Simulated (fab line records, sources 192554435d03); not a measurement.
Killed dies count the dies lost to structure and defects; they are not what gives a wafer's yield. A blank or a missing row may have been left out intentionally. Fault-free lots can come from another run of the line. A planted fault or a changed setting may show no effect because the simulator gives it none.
A lot that was struck, set against a sound lot :: flow n5Finfet :: 36 steps out of a route of 1938
Sound: the wafers L416.1, L416.4, L416.5. Struck: wafer L427.5. (L427.1, L427.4 of the same lot were not struck and are left out.) The cause comes at the end.
At each step with rows: each side's tool, then ch and its chambers, then its first start. Under that, the readings that differ: sound wafers :: struck wafers :: difference of the means :: sigmas: that difference in standard deviations of wafers without a fault.
alike: readings whose means differ by less than 2 such deviations, and words and numbers that are the same on both sides. not compared: withheld readings, readings that some wafer has no value for, bounds like >300 that may hide the same value, and numbers for which the record gives no deviation and whose values overlap.
A row with sigmas, a row that says differs or no value, or rows on one side alone: a step with any of these is where the two part. Non-overlapping numbers with no deviation appear without sigmas and do not part them. A reading that every wafer of one side lacks parts them only if that side has two wafers or more.

first, 12 steps without rows for these wafers: N5_BEOL_M0_SRD_111 (time 30 s); N5_BEOL_M0_DEGAS_112 (time 60 s); N5_BEOL_M0_PRE_CLEAN_113 (time 30 s); N5_BEOL_M0_ALD_136 (deposits TaN, pulse time 2 s, purge time 3 s, co reactant purge time 2 s); N5_BEOL_M0_SURFACE_TREAT_137; N5_BEOL_M0_CVD_115 (deposits Co from CCTBA/H2, time 120 s); N5_BEOL_M0_SPUTTER_116 (material Cu, target thk 4 nm, time 7.37 s); N5_BEOL_M0_ANNEAL_117 (time 60 s); N5_BEOL_M0_SPUTTER_132 (material Cu, target thk 4 nm, time 7.37 s); N5_BEOL_M0_ANNEAL_133 (time 60 s); N5_BEOL_M0_SPUTTER_134 (material Cu, target thk 4 nm, time 7.37 s); N5_BEOL_M0_ANNEAL_135 (time 60 s).
N5_BEOL_M0_SPUTTER_141: material Cu, target thk 4 nm, time 7.37 s.
  sound: pvdSputter-03 at day 6 09:05; struck: pvdSputter-03 at day 8 19:53
  alike: throttleValvePct
then, 22 steps without rows for these wafers: N5_BEOL_M0_ECD_118 (material Cu, target thk 300 nm); N5_BEOL_M0_ANNEAL_119 (time 90 s); N5_BEOL_M0_CMP_120 (polishes, stops on SiOC, t overpolish 6.9 s); N5_BEOL_M0_PRE_CLEAN_131 (time 15 s); N5_BEOL_M0_CO_CAP_123 (material Co, precursor CCTBA/H2, target thk 2 nm, time 102.1 s); N5_BEOL_M0_PRE_CLEAN_124 (time 15 s); N5_BEOL_M0_DEP_125 (deposits SiCN from 3MS/NH3, target thk 8 nm, time 14 s); N5_BEOL_M1_ILD_DEP_00 (deposits SiOC from DEMS/O2, target thk 79 nm, time 15.3 s); N5_BEOL_M1_PECVD_72 (deposits SiO2 from TEOS/O2, target thk 16 nm, time 18 s); N5_BEOL_M1_HM_DEP_02 (deposits TiN, target thk 20 nm); N5_BEOL_M1_COAT_61 (time 60 s, resist thk 60 nm); N5_BEOL_M1_COAT_62 (time 60 s, resist thk 12 nm); N5_BEOL_M1_COAT_73 (time 60 s, resist thk 5 nm); N5_BEOL_M1_COAT_05 (resist thk 30 nm); N5_BEOL_M1_EBR_07; N5_BEOL_M1_SOFTBAKE_06 (time 60 s); N5_BEOL_M1_EXPOSE_08 (exposes mask M1); N5_BEOL_M1_PEB_09 (peb time 60 s); N5_BEOL_M1_DEVELOP_10 (develop time 30 s); N5_BEOL_M1_DESCUM_16 (chemistry O2, time 7 s); N5_BEOL_M1_ETCH_74 (etches underlayer in N2/H2, target depth 6.5 nm, time 5.2 s); N5_BEOL_M1_ETCH_63 (etches SiARC in CF4, target depth 15.6 nm, time 26 s).
-- here the record skips 7 days between the struck wafers' starts before and after, leaving off in module BEOL_M1 and picking up in module PASSIVATION (first step shown: number 1936 of the route) --
N5_PASSIVATION_PROBE_49:
  rows exist in the record for the struck wafers here (prober-01, day 16 03:07), but not for the sound ones

## WHERE THEY PART
At N5_PASSIVATION_PROBE_49 and nowhere else, as far as this record goes.

WHY: what the simulator had put in
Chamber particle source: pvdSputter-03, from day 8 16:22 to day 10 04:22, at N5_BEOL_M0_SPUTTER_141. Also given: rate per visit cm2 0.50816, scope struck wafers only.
